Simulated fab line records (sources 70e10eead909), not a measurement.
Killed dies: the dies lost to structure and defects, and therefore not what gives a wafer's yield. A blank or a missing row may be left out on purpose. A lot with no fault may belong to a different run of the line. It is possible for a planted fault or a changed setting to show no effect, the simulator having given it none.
Comparing a struck lot with a sound one ; flow nand_harc ; 15 steps out of a route of 1159
Sound: wafers L807.1, L807.4, L807.6. Wafers L822.1, L822.3, L822.6 were the ones struck. The cause is given at the end.
For every step that has rows: the tool of each side, followed by ch and its chambers, followed by its first start. Under that, the readings that differ: sound wafers ; struck wafers ; difference of the means ; sigmas: that difference in standard deviations of wafers without a fault.
alike: readings whose means differ by less than 2 such deviations, and words and numbers that are the same on both sides. not compared: withheld readings, readings that some wafer has no value for, bounds like >300 that may hide the same value, and numbers for which the record gives no deviation and whose values overlap.
The two part at a step that has a row with sigmas, a row that says differs or no value, or rows on one side only. Non-overlapping numbers with no deviation appear without sigmas and do not part them. Lack of a reading on every wafer of one side parts them only where that side has two or more wafers.

first, 1 step without rows for these wafers: NHARC_P_ZERO_WELL_HARDBAKE_53 (time 80 s).
NHARC_P_ZERO_WELL_DESCUM_54: chemistry O2, time 3 s.
  sound on rie_diel-01 ch 1,3, day 2 17:49; struck on rie_diel-01 ch 1,2,3, day 6 12:04
  alike: drypump_motor_current_A, oes_product_au, rf_vpp_V, showerhead_plenum_p_Torr, throttle_valve_pct
  not compared: rf_hours_counter_h
then, 5 steps without rows for these wafers: NHARC_P_ZERO_WELL_IMPLANT_55; NHARC_P_ZERO_WELL_IMPLANT_61; NHARC_P_ZERO_WELL_STRIP_56 (strips in SPM, time 840 s); NHARC_P_ZERO_WELL_PRECLEAN_68 (cleans in SC1, time 60 s); NHARC_P_ZERO_WELL_SRD_69.
NHARC_P_ZERO_WELL_RTA_42: time 300 s.
  sound on rtp_anneal-02 ch 0, day 2 18:47; struck on rtp_anneal-02 ch 0, day 6 13:02
  alike: lamp_power_pct, wafer_temp_C_max
NHARC_P_ZERO_WELL_INSPECT_43:
  sound: defect_inspect-02 at day 2 19:28; struck: defect_inspect-01 at day 6 13:42
  alike: raw_defect_count
then, 3 steps without rows for these wafers: NHARC_P_STI_ETCH_26 (etches SiO2 in dHF, target depth 11 nm); NHARC_P_STI_PRECLEAN_27 (cleans in SC1); NHARC_P_STI_SRD_28.
NHARC_P_STI_OXIDE_29: material SiO2, target thk 10 nm, ox time 1362 s.
  sound on furnace-02 ch 0, day 3 00:44; struck on furnace-08 ch 0, day 6 20:36
then, 2 steps without rows for these wafers: NHARC_P_STI_HM_DEP_30 (deposits Si3N4, target thk 80 nm, time 873 s); NHARC_END_SORT_01.

WHERE THEY PART
Nowhere in this record.

WHY: the cause the simulator had injected
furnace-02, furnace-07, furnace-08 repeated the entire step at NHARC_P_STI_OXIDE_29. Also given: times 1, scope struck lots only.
